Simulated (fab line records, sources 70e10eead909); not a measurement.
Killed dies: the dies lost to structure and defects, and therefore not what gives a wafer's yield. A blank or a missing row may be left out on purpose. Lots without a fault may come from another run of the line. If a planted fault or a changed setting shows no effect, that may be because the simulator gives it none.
Which tool was responsible? ; flow nand_harc ; 36 wafers from 12 lots sampled at 5 of the route's 1302 steps

## WHAT EACH GAUGE READ, for each wafer
NHARC_END_SORT_01.
lot;measured;on;killed_at_array;killed_at_other;killed_at_periphery;killed_dies;killed_open;killed_short
L983;day 26 19:24;prober-02;34 43 38;3 3 2;1 2 5;38 48 45;2 3 4;1 5 4
L989;day 29 03:59;prober-02;68 61 68;0 0 0;1 2 3;69 63 71;3 4 6;1 2 2
L992;day 30 21:41;prober-01;664 669 672;1 1 0;11 7 5;676 677 677;4 5 2;2 2 2
L993;day 30 21:44;prober-02;663 667 666;0 0 1;13 10 9;676 677 676;2 3 3;2 4 8
L999;day 33 10:32;prober-02;68 34 54;4 2 2;4 6 2;76 42 58;5 2 4;4 1 3

## WHAT TOOL EACH LOT RAN ON (gives the tool, then ch and the chambers of the sampled wafers, and finally the start)
lot;NHARC_A_STAIRCASE_STRIP_171;NHARC_A_STAIRCASE_TRIM_16;NHARC_A_STAIRCASE_ETCH_17;NHARC_A_STAIRCASE_ETCH_25
L981;plasma_asher-01 ch 0,1, day 17 10:42;rie_diel-13 ch 1,2, day 17 14:04 or earlier;rie_diel-13 ch 0,3, day 17 14:04 or earlier;rie_diel-12 ch 2,3, day 17 14:04
L983;plasma_asher-01 ch 0,1, day 17 17:48;rie_diel-13 ch 0,1,2, day 17 21:16 or earlier;rie_diel-13 ch 1,2,3, day 17 21:16 or earlier;rie_diel-13 ch 1,2,3, day 17 21:16
L985;plasma_asher-02 ch 0,1, day 18 07:19;rie_diel-13 ch 0,1,3, day 18 10:29 or earlier;rie_diel-13 ch 0,2, day 18 10:29 or earlier;rie_diel-12 ch 0,2, day 18 10:29
L989;plasma_asher-01 ch 0,1, day 20 06:56;rie_diel-13 ch 0,2,3, day 20 10:21 or earlier;rie_diel-13 ch 2,3, day 20 10:21 or earlier;rie_diel-02 ch 1,3, day 20 10:21
L992;plasma_asher-02 ch 0,1, day 21 23:15;rie_diel-02 ch 1,2,3, day 22 02:38 or earlier;rie_diel-02 ch 1,3, day 22 02:38 or earlier;rie_diel-02 ch 1,2,3, day 22 02:38
L993;plasma_asher-02 ch 0, day 22 01:40;rie_diel-13 ch 0,2, day 22 04:55 or earlier;rie_diel-13 ch 0,1, day 22 04:55 or earlier;rie_diel-02 ch 0,1,3, day 22 04:55
L996;plasma_asher-01 ch 1, day 23 00:51;rie_diel-02 ch 0,2, day 23 04:10 or earlier;rie_diel-02 ch 2,3, day 23 04:10 or earlier;rie_diel-13 ch 1,3, day 23 04:10
L997;plasma_asher-01 ch 0,1, day 23 12:52;rie_diel-12 ch 1,2, day 23 16:07 or earlier;rie_diel-12 ch 0,1,2, day 23 16:07 or earlier;rie_diel-13 ch 1,2, day 23 16:07
L999;plasma_asher-01 ch 0,1, day 24 08:47;rie_diel-02 ch 0,3, day 24 12:47 or earlier;rie_diel-02 ch 0,1,2, day 24 12:47 or earlier;rie_diel-02 ch 0,1,2, day 24 12:47
L100;plasma_asher-02 ch 0,1, day 24 08:59;rie_diel-13 ch 2,3, day 24 12:21 or earlier;rie_diel-13 ch 0,1,3, day 24 12:21 or earlier;rie_diel-12 ch 0,1,2, day 24 12:21
L998;plasma_asher-01 ch 0,1, day 24 09:11;rie_diel-13 ch 1,2,3, day 24 12:35 or earlier;rie_diel-13 ch 0,1,3, day 24 12:35 or earlier;rie_diel-13 ch 0,1,2, day 24 12:35
L101;plasma_asher-02 ch 0,1, day 25 04:53;rie_diel-13 ch 0,2,3, day 25 07:58 or earlier;rie_diel-13 ch 0,1,2, day 25 07:58 or earlier;rie_diel-02 ch 0,1,3, day 25 07:58
- NHARC_A_STAIRCASE_STRIP_171: strips in O2.
- NHARC_A_STAIRCASE_TRIM_16: chemistry O2, time 211.2 s.
- NHARC_A_STAIRCASE_ETCH_17: etches the open film in C4F8/O2, target depth 100 nm, time 40.5 s.
- NHARC_A_STAIRCASE_ETCH_25: etches the open film in C4F8/O2, target depth 100 nm, time 40.5 s.

## WHAT THE TOOLS THEMSELVES READ (means of the sampled wafers that have a number; where no wafer has one, the mark that the record gives instead)
NHARC_A_STAIRCASE_STRIP_171.
lot;tool;drypump_motor_current_A (A);heater_power_w (W)
L981;plasma_asher-01;5.9;320
L983;plasma_asher-01;5.9;316
L985;plasma_asher-02;6.0;309
L989;plasma_asher-01;5.9;321
L992;plasma_asher-02;5.8;320
L993;plasma_asher-02;6.2;294
L996;plasma_asher-01;5.6;294
L997;plasma_asher-01;5.9;302
L999;plasma_asher-01;6.2;313
L100;plasma_asher-02;6.0;309
L998;plasma_asher-01;5.9;301
L101;plasma_asher-02;5.8;335

NHARC_A_STAIRCASE_TRIM_16.
lot;tool;drypump_motor_current_A (A);oes_product_au (a.u.);rf_vpp_V (V);showerhead_plenum_p_Torr (Torr);throttle_valve_pct (%)
L981;rie_diel-13;5.6;1.015;57.7;3.35;17.038
L983;rie_diel-13;5.9;1.008;57.2;3.40;17.040
L985;rie_diel-13;6.0;1.006;57.2;3.49;17.037
L989;rie_diel-13;5.6;1.006;57.5;3.50;17.036
L992;rie_diel-02;5.8;0.998;57.6;3.55;17.040
L993;rie_diel-13;5.6;1.009;57.9;3.40;17.033
L996;rie_diel-02;6.3;0.998;58.5;3.54;17.039
L997;rie_diel-12;6.1;1.009;58.0;3.57;17.041
L999;rie_diel-02;5.9;0.996;57.9;3.62;17.039
L100;rie_diel-13;5.4;0.997;58.2;3.53;17.043
L998;rie_diel-13;5.7;0.999;56.8;3.42;17.037
L101;rie_diel-13;5.6;0.998;57.5;3.48;17.041

NHARC_A_STAIRCASE_ETCH_17.
lot;tool;oes_product_au (a.u.);rf_vpp_V (V)
L981;rie_diel-13;0.948;897
L983;rie_diel-13;0.953;893
L985;rie_diel-13;0.955;894
L989;rie_diel-13;0.946;896
L992;rie_diel-02;0.935;895
L993;rie_diel-13;0.956;893
L996;rie_diel-02;0.945;892
L997;rie_diel-12;0.947;895
L999;rie_diel-02;0.935;901
L100;rie_diel-13;0.940;894
L998;rie_diel-13;0.944;894
L101;rie_diel-13;0.949;891

NHARC_A_STAIRCASE_ETCH_25.
lot;tool;oes_product_au (a.u.);rf_vpp_V (V)
L981;rie_diel-12;0.959;891
L983;rie_diel-13;0.940;892
L985;rie_diel-12;0.952;887
L989;rie_diel-02;0.939;901
L992;rie_diel-02;0.763;896
L993;rie_diel-02;0.764;900
L996;rie_diel-13;0.951;895
L997;rie_diel-13;0.952;887
L999;rie_diel-02;0.949;900
L100;rie_diel-12;0.952;896
L998;rie_diel-13;0.953;890
L101;rie_diel-02;0.950;900

## THE ANSWER, worked out from the rows above alone
Rule: the usual values come from the lots themselves. Put in order of their means at a reading, lots are off if they are a third of the lots or fewer, leave a main group of 4 or more, and stand apart from it by a gap of 3 or more times the standard deviation of the main group's means; of several such gaps the widest counts. A main group whose means are all the same, to the digits that the tables above print for the reading, isn't used. Also off: a lot with no number at a reading for which 4 or more lots have one. All remaining lots with rows at the step are treated as sound. Order of review: gauges by route order, followed by the tools' own readings, for which a lot's mean as printed above is used. The first step at which some lot is off is used, and at that step the reading that is off furthest; a lot without a number counts as furthest.
Off, at NHARC_A_STAIRCASE_ETCH_25 on oes_product_au: L992, L993. Main group: mean 0.950 a.u., sd 0.0057.
If a tool, at that step or one of the process steps before it, ran each lot that is off and ran no sound lot following the first of them, it fits. Because NHARC_A_STAIRCASE_TRIM_16 lacks a start for some lots, the hours and order of its lots are taken from NHARC_A_STAIRCASE_ETCH_25. Because NHARC_A_STAIRCASE_ETCH_17 lacks a start for some lots, the hours and order of its lots are taken from NHARC_A_STAIRCASE_ETCH_25. No candidate that was tried fits.

## WHAT THE SIMULATOR HAD PUT IN
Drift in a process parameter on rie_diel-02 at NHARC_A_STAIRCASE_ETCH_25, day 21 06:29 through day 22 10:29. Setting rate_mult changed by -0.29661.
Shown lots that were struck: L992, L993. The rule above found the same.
